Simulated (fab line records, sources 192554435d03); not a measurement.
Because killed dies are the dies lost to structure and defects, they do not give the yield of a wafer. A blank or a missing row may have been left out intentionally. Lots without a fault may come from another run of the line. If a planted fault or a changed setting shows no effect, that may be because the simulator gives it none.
Matching of chambers + flow n5-finfet + 4 sister chambers for N5_BEOL_M0_SAQP_ETCH_102 on rie-si-02
The step etches SiO2 in CF4, target depth 4 nm, time 4.4 s. 4 wafers are shown with their chamber, then 12 later ones without.

## WAFERS PAIRED WITH THEIR CHAMBERS
| wafer  | chamber | drypump-motor-current-A (A) |
|--------|---------|-----------------------------|
| L089.2 | 0       | 6.1                         |
| L090.1 | 3       | 5.9                         |
| L090.3 | 1       | 5.2                         |
| L090.5 | 2       | 6.3                         |

## WAFERS WITHOUT THEIR CHAMBER
| wafer  | drypump-motor-current-A (A) |
|--------|-----------------------------|
| L092.1 | 6.1                         |
| L092.2 | 5.2                         |
| L092.4 | 6.3                         |
| L095.1 | 6.4                         |
| L095.2 | 5.8                         |
| L095.3 | 6.2                         |
| L095.4 | 5.2                         |
| L095.5 | 5.8                         |
| L095.6 | 6.1                         |
| L097.2 | 5.9                         |
| L097.4 | 6.1                         |
| L097.6 | 6.1                         |

## WHICH CHAMBER EACH WENT THROUGH
| wafer  | from the rows above     | in truth |
|--------|-------------------------|----------|
| L092.1 | 0                       | 0        |
| L092.2 | 1                       | 1        |
| L092.4 | 2                       | 2        |
| L095.1 | 2                       | 2        |
| L095.2 | 3                       | 3        |
| L095.3 | can't be placed: 2 or 0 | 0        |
| L095.4 | 1                       | 1        |
| L095.5 | 3                       | 3        |
| L095.6 | 0                       | 0        |
| L097.2 | 3                       | 3        |
| L097.4 | 0                       | 0        |
| L097.6 | 0                       | 0        |
Correctly placed: 11 of 12. These rows do not allow placing 1 (true chamber among the candidates in 1). Wrongly placed: 0.
How it was worked out, from the rows above alone: a wafer's distance from a chamber is the root of the sum, over the readings, of the square of ((its reading less the chamber's mean) divided by the reading's scatter). The wafer belongs to the nearest chamber; if the next one is less than 2 further off, it can't be placed. For every chamber, the mean is computed from those of its wafers that are shown. The scatter (one wafer shown for each chamber): square how far every hidden wafer sits from the nearest shown wafer, average those squares and take the square root.
